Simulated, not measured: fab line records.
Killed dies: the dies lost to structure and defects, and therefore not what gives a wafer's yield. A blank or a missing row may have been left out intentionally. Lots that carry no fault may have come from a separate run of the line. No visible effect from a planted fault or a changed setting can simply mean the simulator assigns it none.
Chamber matching | flow nand_harc | NHARC_A_CHANNEL_FILL_D2_ALD_14 on ald_hk-04: 4 sister chambers
The step deposits SiO2, target thk 2.5 nm, pulse time 10 s, ald cycles 25. 4 wafers are shown with their chamber, then 9 later ones without.

WAFERS WITH THEIR CHAMBER
wafer  | chamber | heater_power_w (W)
L082.1 | 0       | 532
L085.6 | 2       | 445
L084.2 | 1       | 456
L084.5 | 3       | 481

WAFERS MISSING THEIR CHAMBER
wafer  | heater_power_w (W)
L093.1 | 509
L093.3 | 441
L093.6 | 523
L095.1 | 511
L095.3 | 428
L095.6 | 443
L096.2 | 440
L096.4 | 476
L096.6 | 444

WHICH CHAMBER EACH WENT THROUGH
wafer  | from the rows above     | in truth
L093.1 | can't be placed: 0 or 3 | 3
L093.3 | can't be placed: 2 or 1 | 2
L093.6 | 0                       | 0
L095.1 | can't be placed: 0 or 3 | 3
L095.3 | can't be placed: 2 or 1 | 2
L095.6 | can't be placed: 2 or 1 | 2
L096.2 | can't be placed: 2 or 1 | 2
L096.4 | can't be placed: 3 or 1 | 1
L096.6 | can't be placed: 2 or 1 | 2
Placed correctly: 1 of 9. Unplaceable from these rows: 8, with the true chamber sitting among the candidates in 8. Number placed wrongly: 0.
How it was worked out, from the rows above alone: a wafer's distance from a chamber is the root of the sum, over the readings, of the square of ((its reading less the chamber's mean) divided by the reading's scatter). The wafer belongs to the nearest chamber; if the next one is less than 2 further off, it can't be placed. A chamber's mean is the mean of its shown wafers. The scatter (one wafer shown for each chamber): square how far every hidden wafer sits from the nearest shown wafer, average those squares and take the square root.
